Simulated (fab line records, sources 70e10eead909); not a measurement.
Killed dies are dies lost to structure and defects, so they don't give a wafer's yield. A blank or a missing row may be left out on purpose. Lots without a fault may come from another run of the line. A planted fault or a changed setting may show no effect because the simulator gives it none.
Which tool did it? | flow nand_harc | 12 lots, 36 wafers sampled, at 4 steps of a route of 1302

WHAT THE GAUGES READ, wafer by wafer
The record holds no reading of a measuring or inspecting step that can be judged against a usual standard deviation.

WHICH TOOL RAN EACH LOT (tool, then ch and the chambers of the sampled wafers, then the start)
lot  | NHARC_A_STAIRCASE_ETCH_253         | NHARC_A_STAIRCASE_DESCUM_270       | NHARC_A_STAIRCASE_STRIP_274                   | NHARC_A_STAIRCASE_EXPOSE_286
L726 | rie_diel-04 ch 2,3, day 16 04:58   | rie_diel-04 ch 1,3, day 16 09:16   | rie_diel-04 ch 0,2, day 16 14:38 or earlier   | krf_scanner-04 ch 0, day 16 14:38
L727 | rie_diel-11 ch 0,1,3, day 16 12:31 | rie_diel-11 ch 1,2,3, day 16 17:11 | rie_diel-11 ch 0,2, day 17 00:13 or earlier   | krf_scanner-03 ch 0, day 17 00:13
L729 | rie_diel-05 ch 0,1, day 17 00:43   | rie_diel-05 ch 1,2,3, day 17 05:58 | rie_diel-05 ch 2,3, day 17 11:57 or earlier   | krf_scanner-01 ch 0, day 17 11:57
L728 | rie_diel-04 ch 1,2, day 17 01:14   | rie_diel-04 ch 1,2,3, day 17 07:01 | rie_diel-04 ch 0,1, day 17 13:11 or earlier   | krf_scanner-01 ch 0, day 17 13:11
L734 | rie_diel-05 ch 0,2,3, day 19 06:27 | rie_diel-05 ch 0,1,2, day 19 13:34 | rie_diel-05 ch 0,1,3, day 19 22:14 or earlier | krf_scanner-04 ch 0, day 19 22:14
L735 | rie_diel-04 ch 0,1,2, day 20 00:35 | rie_diel-11 ch 0,2,3, day 20 10:27 | rie_diel-11 ch 0,2,3, day 20 16:19 or earlier | krf_scanner-04 ch 0, day 20 16:19
L738 | rie_diel-11 ch 0,2,3, day 21 14:16 | rie_diel-05 ch 0,1, day 21 18:16   | rie_diel-05 ch 0,2,3, day 22 01:14 or earlier | krf_scanner-04 ch 0, day 22 01:14
L739 | rie_diel-05 ch 0,2,3, day 21 14:53 | rie_diel-04 ch 0,2,3, day 21 18:55 | rie_diel-04 ch 2,3, day 22 03:49 or earlier   | krf_scanner-03 ch 0, day 22 03:49
L740 | rie_diel-04 ch 0,1, day 21 22:42   | rie_diel-11 ch 1,2,3, day 22 06:32 | rie_diel-11 ch 1,2,3, day 22 11:58 or earlier | krf_scanner-03 ch 0, day 22 11:58
L741 | rie_diel-04 ch 1,3, day 23 01:10   | rie_diel-11 ch 2,3, day 23 05:57   | rie_diel-11 ch 0,1,3, day 23 11:39 or earlier | krf_scanner-03 ch 0, day 23 11:39
L744 | rie_diel-04 ch 1,2,3, day 23 16:57 | rie_diel-04 ch 1,2,3, day 23 23:58 | rie_diel-04 ch 1,2,3, day 24 05:52 or earlier | krf_scanner-03 ch 0, day 24 05:52
L749 | rie_diel-11 ch 0,1,2, day 26 00:25 | rie_diel-04 ch 1,2,3, day 26 07:51 | rie_diel-04 ch 0,1, day 26 14:23 or earlier   | krf_scanner-03 ch 0, day 26 14:23
- NHARC_A_STAIRCASE_ETCH_253: etches the open film in C4F8/O2, target depth 50 nm, time 20.2 s.
- NHARC_A_STAIRCASE_DESCUM_270: chemistry O2, time 3 s.
- NHARC_A_STAIRCASE_STRIP_274: strips in O2.
- NHARC_A_STAIRCASE_EXPOSE_286: exposes mask CHOP 100.

WHAT THE TOOLS THEMSELVES READ (means of the sampled wafers that have a number; where no wafer has one, the mark that the record gives instead)
NHARC_A_STAIRCASE_ETCH_253. Usual: oes_product_au 0.958 a.u., standard deviation 0.017; rf_vpp_V 896 V, standard deviation 6.4.
lot  | tool        | oes_product_au (a.u.) | rf_vpp_V (V) | flag
L726 | rie_diel-04 | 0.952                 | 896          |
L727 | rie_diel-11 | 0.968                 | 894          |
L729 | rie_diel-05 | 0.970                 | 898          |
L728 | rie_diel-04 | 0.937                 | 902          |
L734 | rie_diel-05 | 0.961                 | 899          |
L735 | rie_diel-04 | 0.961                 | 896          |
L738 | rie_diel-11 | 0.924                 | 895          |
L739 | rie_diel-05 | 0.935                 | 898          |
L740 | rie_diel-04 | 0.978                 | 899          |
L741 | rie_diel-04 | 0.939                 | 901          |
L744 | rie_diel-04 | 0.967                 | 899          |
L749 | rie_diel-11 | 0.967                 | 892          |

NHARC_A_STAIRCASE_DESCUM_270. Usual: drypump_motor_current_A 5.8 A, standard deviation 0.51; oes_product_au 1.003 a.u., standard deviation 0.0094; rf_vpp_V 57.8 V, standard deviation 0.86; showerhead_plenum_p_Torr 1.91 Torr, standard deviation 0.1; throttle_valve_pct 11.310 %, standard deviation 0.0092.
lot  | tool        | drypump_motor_current_A (A) | oes_product_au (a.u.) | rf_vpp_V (V) | showerhead_plenum_p_Torr (Torr) | throttle_valve_pct (%) | flag
L726 | rie_diel-04 | 6.0                         | 0.998                 | 57.5         | 1.95                            | 11.310                 |
L727 | rie_diel-11 | 5.7                         | 1.002                 | 57.0         | 1.84                            | 11.305                 |
L729 | rie_diel-05 | 5.9                         | 0.986                 | 58.4         | 1.82                            | 11.313                 |
L728 | rie_diel-04 | 5.8                         | 0.997                 | 57.7         | 1.96                            | 11.314                 |
L734 | rie_diel-05 | 6.2                         | 1.008                 | 57.9         | 1.88                            | 11.316                 |
L735 | rie_diel-11 | 5.9                         | 1.004                 | 58.0         | 1.91                            | 11.319                 |
L738 | rie_diel-05 | 6.2                         | 0.994                 | 57.5         | 1.89                            | 11.315                 |
L739 | rie_diel-04 | 5.7                         | 1.007                 | 57.1         | 1.87                            | 11.307                 |
L740 | rie_diel-11 | 5.7                         | 1.000                 | 57.1         | 1.94                            | 11.309                 |
L741 | rie_diel-11 | 5.7                         | 1.011                 | 58.5         | 1.97                            | 11.314                 |
L744 | rie_diel-04 | 5.8                         | 1.008                 | 58.6         | 1.94                            | 11.314                 |
L749 | rie_diel-04 | 5.8                         | 1.009                 | 58.3         | 1.94                            | 11.302                 |

NHARC_A_STAIRCASE_STRIP_274. Usual: drypump_motor_current_A 5.8 A, standard deviation 0.51; oes_product_au 1.003 a.u., standard deviation 0.0087; rf_vpp_V 57.8 V, standard deviation 0.93; showerhead_plenum_p_Torr 3.53 Torr, standard deviation 0.18; throttle_valve_pct 17.037 %, standard deviation 0.0081.
lot  | tool        | drypump_motor_current_A (A) | oes_product_au (a.u.) | rf_vpp_V (V) | showerhead_plenum_p_Torr (Torr) | throttle_valve_pct (%) | flag
L726 | rie_diel-04 | 5.4                         | 1.004                 | 57.5         | 3.42                            | 17.037                 |
L727 | rie_diel-11 | 6.1                         | 0.999                 | 56.7         | 3.43                            | 17.043                 |
L729 | rie_diel-05 | 5.9                         | 0.988                 | 57.4         | 3.34                            | 17.037                 |
L728 | rie_diel-04 | 5.3                         | 1.009                 | 56.9         | 3.49                            | 17.025                 |
L734 | rie_diel-05 | 5.7                         | 1.009                 | 57.7         | 3.62                            | 17.033                 |
L735 | rie_diel-11 | 5.9                         | 1.001                 | 58.8         | 3.52                            | 17.036                 |
L738 | rie_diel-05 | 5.6                         | 0.999                 | 58.2         | 3.59                            | 17.022                 |
L739 | rie_diel-04 | 5.9                         | 0.988                 | 57.8         | 3.51                            | 17.037                 |
L740 | rie_diel-11 | 5.7                         | 1.002                 | 58.3         | 3.57                            | 17.040                 |
L741 | rie_diel-11 | 6.0                         | 1.004                 | 58.2         | 3.62                            | 17.040                 |
L744 | rie_diel-04 | 5.8                         | 1.006                 | 57.7         | 3.58                            | 17.036                 |
L749 | rie_diel-04 | 5.3                         | 1.013                 | 57.5         | 3.46                            | 17.035                 |

NHARC_A_STAIRCASE_EXPOSE_286. Usual: exposure_dose_mJ_cm2 25.004, standard deviation 0.022.
lot  | tool           | exposure_dose_mJ_cm2 | flag
L726 | krf_scanner-04 | 25.011               |
L727 | krf_scanner-03 | 25.005               |
L729 | krf_scanner-01 | 24.959               |
L728 | krf_scanner-01 | 25.005               |
L734 | krf_scanner-04 | 25.008               |
L735 | krf_scanner-04 | 26.103               | OFF
L738 | krf_scanner-04 | 26.099               | OFF
L739 | krf_scanner-03 | 25.019               |
L740 | krf_scanner-03 | 24.991               |
L741 | krf_scanner-03 | 24.988               |
L744 | krf_scanner-03 | 24.997               |
L749 | krf_scanner-03 | 25.002               |

THE ANSWER, worked out from the rows above alone
Rule: a lot is off if the mean of its wafers that have a number lies more than 3 standard deviations from the usual mean. A lot without any number at a reading at which 4 lots or more have one is off too. The other lots that the step has rows for count as sound. The gauges are gone through in route order, then the tools' own readings, and for those a lot's mean is taken as printed above. The first step at which some lot is off is used, and at that step the reading that is off furthest; a lot without a number counts as furthest.
Off: L735, L738, at NHARC_A_STAIRCASE_EXPOSE_286 (exposure_dose_mJ_cm2).
A tool fits if, at that step or a process step before it, it ran every lot that is off, and no sound lot after the first of them. NHARC_A_STAIRCASE_STRIP_274 gives no start for some lots, so the hours and the order of its lots are those of NHARC_A_STAIRCASE_EXPOSE_286. One fits: krf_scanner-04 at NHARC_A_STAIRCASE_EXPOSE_286. Its last sound lot is L734 (day 19 22:14), its first lot that is off L735 (day 20 16:19): a fault that began between those two fits.
The tool's own readings at NHARC_A_STAIRCASE_EXPOSE_286 bear it out: on the lots that are off they differ by more than 5 times the standard deviation of the sound lots' means. exposure_dose_mJ_cm2 reads 26.101 there against 24.998 on the sound lots.

WHAT THE SIMULATOR HAD PUT IN
Process parameter drift: krf_scanner-04, from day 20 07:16 on, at NHARC_A_STAIRCASE_EXPOSE_286. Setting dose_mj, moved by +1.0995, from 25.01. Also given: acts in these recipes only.
Lots struck among those shown: L735, L738. The rule above found the same.
